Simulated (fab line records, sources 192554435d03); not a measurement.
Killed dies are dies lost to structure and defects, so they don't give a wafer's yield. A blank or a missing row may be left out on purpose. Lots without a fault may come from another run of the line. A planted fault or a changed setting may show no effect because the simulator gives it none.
Which tool did it? | flow n5_finfet | 9 lots, 27 wafers sampled, at 5 steps of a route of 1938

WHAT THE GAUGES READ, wafer by wafer
N5_SD_EPI_N_INSPECT_11: inspects for defects (macro). Usual: raw_defect_count 2.1, standard deviation 1.4.
lot  | measured    | on                | raw_defect_count | flag
L461 | day 3 02:09 | defect_inspect-02 | 3 0 2            |
L463 | day 3 13:59 | defect_inspect-01 | 3 6 2            |
L464 | day 3 19:38 | defect_inspect-02 | 3 2 0            |
L473 | day 6 00:57 | defect_inspect-01 | 2 0 3            |
L474 | day 6 06:45 | defect_inspect-01 | 2 4 1            |
L475 | day 6 11:58 | defect_inspect-01 | 0 4 2            |
L481 | day 8 05:53 | defect_inspect-01 | 0 2 3            |
L483 | day 8 16:34 | defect_inspect-02 | 4 2 2            |
L484 | day 8 17:41 | defect_inspect-02 | 1 2 0            |

N5_BEOL_M4_RC_MEAS_101. Usual: DIBL_N 36.6 mV/V, standard deviation 1.3; DIBL_P 36.4 mV/V, standard deviation 1.4; IOFF_N 0.167 nA/um, standard deviation 0.023; IOFF_P 0.219 nA/um, standard deviation 0.029; ION_N 678 uA/um, standard deviation 8.7; ION_P 464 uA/um, standard deviation 6.4; SS_N 71.5 mV/dec, standard deviation 0.53; SS_P 73.4 mV/dec, standard deviation 0.57; VT_N 248.5 mV, standard deviation 2.8; VT_P -249 mV, standard deviation 3.1.
lot  | measured     | on        | DIBL_N (mV/V)  | DIBL_P (mV/V)  | IOFF_N (nA/um)    | IOFF_P (nA/um)    | ION_N (uA/um) | ION_P (uA/um) | SS_N (mV/dec)  | SS_P (mV/dec)  | VT_N (mV)         | VT_P (mV)      | flag
L461 | day 8 17:11  | prober-01 | 37.4 37.8 36.8 | 37.4 37.4 36.8 | 0.195 0.193 0.171 | 0.237 0.224 0.216 | 697 690 683   | 467 465 465   | 72.2 70.9 71.2 | 73.3 72.9 73.5 | 243.2 245.4 248.1 | -248 -249 -250 |
L463 | day 9 04:13  | prober-02 | 35.3 34.1 34.1 | 33.7 32.7 33.6 | 0.136 0.125 0.129 | 0.182 0.170 0.179 | 658 659 668   | 455 458 458   | 70.3 70.5 70.8 | 73.0 72.9 72.8 | 255.9 253.4 253.7 | -250 -250 -251 |
L464 | day 9 01:15  | prober-02 | 35.6 37.3 36.9 | 34.5 36.0 36.0 | 0.152 0.181 0.180 | 0.219 0.244 0.244 | 676 685 679   | 470 472 468   | 71.3 71.9 71.7 | 73.5 73.3 73.9 | 247.8 246.9 249.0 | -246 -247 -245 |
L473 | day 13 02:11 | prober-02 | 35.6 36.8 35.9 | 34.4 36.1 35.5 | 0.148 0.175 0.152 | 0.192 0.229 0.214 | 673 687 671   | 458 468 464   | 70.7 71.4 71.7 | 73.2 73.6 73.0 | 250.9 248.2 248.8 | -250 -248 -248 |
L474 | day 13 17:03 | prober-01 | 35.5 36.0 36.7 | 37.1 38.0 38.3 | 0.165 0.177 0.189 | 0.201 0.215 0.210 | 674 673 670   | 460 457 455   | 71.6 71.8 72.2 | 74.1 74.1 74.1 | 248.2 249.4 247.0 | -253 -253 -251 |
L475 | day 13 20:31 | prober-01 | 34.8 35.6 36.5 | 34.5 36.9 36.5 | 0.142 0.159 0.169 | 0.195 0.228 0.222 | 661 675 670   | 454 461 459   | 71.8 70.3 71.2 | 73.4 73.5 73.4 | 250.3 249.4 247.3 | -251 -247 -246 |
L481 | day 14 22:31 | prober-01 | 39.3 37.9 37.2 | 37.6 37.0 36.2 | 0.193 0.165 0.149 | 0.207 0.200 0.180 | 689 679 672   | 461 466 456   | 71.7 71.7 71.6 | 74.3 73.7 73.5 | 245.8 249.2 252.1 | -252 -253 -255 |

WHICH TOOL RAN EACH LOT (tool, then ch and the chambers of the sampled wafers, then the start)
lot  | N5_SD_EPI_N_ETCH_34               | N5_SD_EPI_N_LINER_46             | N5_SD_EPI_P_ETCHBACK_46
L461 | rie_diel-01 ch 0,1, day 3 02:17   | ald_sin-03 ch 1,2, day 3 05:58   | rie_diel-02 ch 2,3, day 3 07:07
L463 | rie_diel-04 ch 0,2,3, day 3 14:04 | ald_sin-04 ch 0,2,3, day 3 18:28 | rie_diel-03 ch 0,1,3, day 3 19:29
L464 | rie_diel-05 ch 1,2,3, day 3 19:42 | ald_sin-04 ch 1,2,3, day 4 00:14 | rie_diel-06 ch 0,3, day 4 01:23
L473 | rie_diel-05 ch 0,1,3, day 6 01:01 | ald_sin-02 ch 0,1,2, day 6 04:44 | rie_diel-02 ch 1,2,3, day 6 06:15
L474 | rie_diel-04 ch 0,1,2, day 6 06:49 | ald_sin-04 ch 1,2,3, day 6 10:29 | rie_diel-02 ch 0,2,3, day 6 11:38
L475 | rie_diel-04 ch 0,1,2, day 6 12:37 | ald_sin-02 ch 1,2,3, day 6 16:20 | rie_diel-02 ch 0,1,2, day 6 17:26
L481 | rie_diel-05 ch 0,2,3, day 8 05:58 | ald_sin-03 ch 0,2,3, day 8 11:06 | rie_diel-02 ch 0,1,3, day 8 12:15
L483 | rie_diel-01 ch 0,1,2, day 8 16:38 | ald_sin-02 ch 1,2, day 8 20:40   | rie_diel-02 ch 1,3, day 8 21:56
L484 | rie_diel-05 ch 0,1,3, day 8 17:46 | ald_sin-02 ch 1,2, day 8 22:10   | rie_diel-02 ch 0,2, day 8 23:17
- N5_SD_EPI_N_ETCH_34: etches SiARC in CF4, target depth 45.5 nm, time 75.8 s.
- N5_SD_EPI_N_LINER_46: material SiNx, target thk 3 nm.
- N5_SD_EPI_P_ETCHBACK_46: etches SiNx in CH3F/O2, stops on SiO2, target depth 17.5 nm.

WHAT THE TOOLS THEMSELVES READ (means of the sampled wafers that have a number; where no wafer has one, the mark that the record gives instead)
N5_SD_EPI_N_ETCH_34. Usual: drypump_motor_current_A 5.9 A, standard deviation 0.47; etch_rf_on_time_s 76.0 s, standard deviation 1; oes_product_au 0.67 a.u., standard deviation 0.066; rf_fwd_power_W 539.7 W, standard deviation 2.4; rf_vpp_V 184.4 V, standard deviation 1; showerhead_plenum_p_Torr 2.16 Torr, standard deviation 0.052; throttle_valve_pct 15.70 %, standard deviation 0.16.
lot  | tool        | drypump_motor_current_A (A) | etch_rf_on_time_s (s) | oes_product_au (a.u.) | rf_fwd_power_W (W) | rf_vpp_V (V) | showerhead_plenum_p_Torr (Torr) | throttle_valve_pct (%) | flag
L461 | rie_diel-01 | 6.2                         | 76.9                  | 0.77                  | 541.9              | 184.5        | 2.12                            | 15.49                  |
L463 | rie_diel-04 | 5.7                         | 76.7                  | 0.61                  | 539.7              | 184.1        | 2.19                            | 15.82                  |
L464 | rie_diel-05 | 6.2                         | 76.0                  | 0.68                  | 540.7              | 184.0        | 2.15                            | 15.66                  |
L473 | rie_diel-05 | 6.1                         | 76.3                  | 0.70                  | 539.8              | 184.3        | 2.16                            | 15.61                  |
L474 | rie_diel-04 | 6.0                         | 76.7                  | 0.59                  | 539.0              | 184.7        | 2.15                            | 15.82                  |
L475 | rie_diel-04 | 6.0                         | 77.1                  | 0.59                  | 539.5              | 184.1        | 2.15                            | 15.83                  |
L481 | rie_diel-05 | 5.9                         | 76.2                  | 0.68                  | 540.1              | 184.2        | 2.18                            | 15.78                  |
L483 | rie_diel-01 | 5.7                         | 75.9                  | 0.66                  | 540.2              | 184.0        | 2.14                            | 15.65                  |
L484 | rie_diel-05 | 6.1                         | 75.4                  | 0.69                  | 539.1              | 183.8        | 2.16                            | 15.65                  |

N5_SD_EPI_N_LINER_46. Usual: heater_power_w 859 W, standard deviation 110.
lot  | tool       | heater_power_w (W) | flag
L461 | ald_sin-03 | 808                |
L463 | ald_sin-04 | 893                |
L464 | ald_sin-04 | 869                |
L473 | ald_sin-02 | 914                |
L474 | ald_sin-04 | 845                |
L475 | ald_sin-02 | 922                |
L481 | ald_sin-03 | 753                |
L483 | ald_sin-02 | 938                |
L484 | ald_sin-02 | 946                |

N5_SD_EPI_P_ETCHBACK_46. Usual: CH3F_flow_sccm 29.99 sccm, standard deviation 0.087; O2_flow_sccm 20.01 sccm, standard deviation 0.053; drypump_motor_current_A 5.7 A, standard deviation 0.44; oes_product_au 0.69 a.u., standard deviation 0.083; rf_fwd_power_W 393.3 W, standard deviation 1.2; rf_vpp_V 295.8 V, standard deviation 2.2; showerhead_plenum_p_Torr 1.99 Torr, standard deviation 0.07; throttle_valve_pct 16.39 %, standard deviation 0.22.
lot  | tool        | CH3F_flow_sccm (sccm) | O2_flow_sccm (sccm) | drypump_motor_current_A (A) | oes_product_au (a.u.) | rf_fwd_power_W (W) | rf_vpp_V (V) | showerhead_plenum_p_Torr (Torr) | throttle_valve_pct (%) | flag
L461 | rie_diel-02 | 30.04                 | 20.06               | 5.9                         | 0.70                  | 391.9              | 294.7        | 2.00                            | 16.51                  |
L463 | rie_diel-03 | 30.02                 | 20.00               | 5.4                         | 0.67                  | 393.2              | 297.6        | 1.98                            | 16.34                  |
L464 | rie_diel-06 | 29.96                 | 19.99               | 5.3                         | 0.60                  | 393.8              | 294.6        | 1.99                            | 16.57                  |
L473 | rie_diel-02 | 30.04                 | 20.03               | 6.0                         | 0.71                  | 392.9              | 295.6        | 2.03                            | 16.36                  |
L474 | rie_diel-02 | 30.02                 | 19.97               | 5.8                         | 0.72                  | 394.6              | 295.1        | 2.00                            | 16.39                  |
L475 | rie_diel-02 | 29.99                 | 20.00               | 6.0                         | 0.75                  | 393.4              | 295.8        | 2.04                            | 16.22                  |
L481 | rie_diel-02 | 30.00                 | 20.02               | 5.9                         | 0.75                  | 393.5              | 293.7        | 1.99                            | 16.30                  |
L483 | rie_diel-02 | -                     | -                   | -                           | -                     | -                  | -            | -                               | -                      | OFF
L484 | rie_diel-02 | -                     | -                   | -                           | -                     | -                  | -            | -                               | -                      | OFF

THE ANSWER, worked out from the rows above alone
Rule: a lot is off if the mean of its wafers that have a number lies more than 3 standard deviations from the usual mean. A lot without any number at a reading at which 4 lots or more have one is off too. The other lots that the step has rows for count as sound. The gauges are gone through in route order, then the tools' own readings, and for those a lot's mean is taken as printed above. The first step at which some lot is off is used, and at that step the reading that is off furthest; a lot without a number counts as furthest.
Off: L483, L484, at N5_SD_EPI_P_ETCHBACK_46 (CH3F_flow_sccm). Without a number there: L483, L484.
A tool fits if, at that step or a process step before it, it ran every lot that is off, and no sound lot after the first of them. Can't be told from this: 2 tools fit, ald_sin-02 at N5_SD_EPI_N_LINER_46, rie_diel-02 at N5_SD_EPI_P_ETCHBACK_46.

WHAT THE SIMULATOR HAD PUT IN
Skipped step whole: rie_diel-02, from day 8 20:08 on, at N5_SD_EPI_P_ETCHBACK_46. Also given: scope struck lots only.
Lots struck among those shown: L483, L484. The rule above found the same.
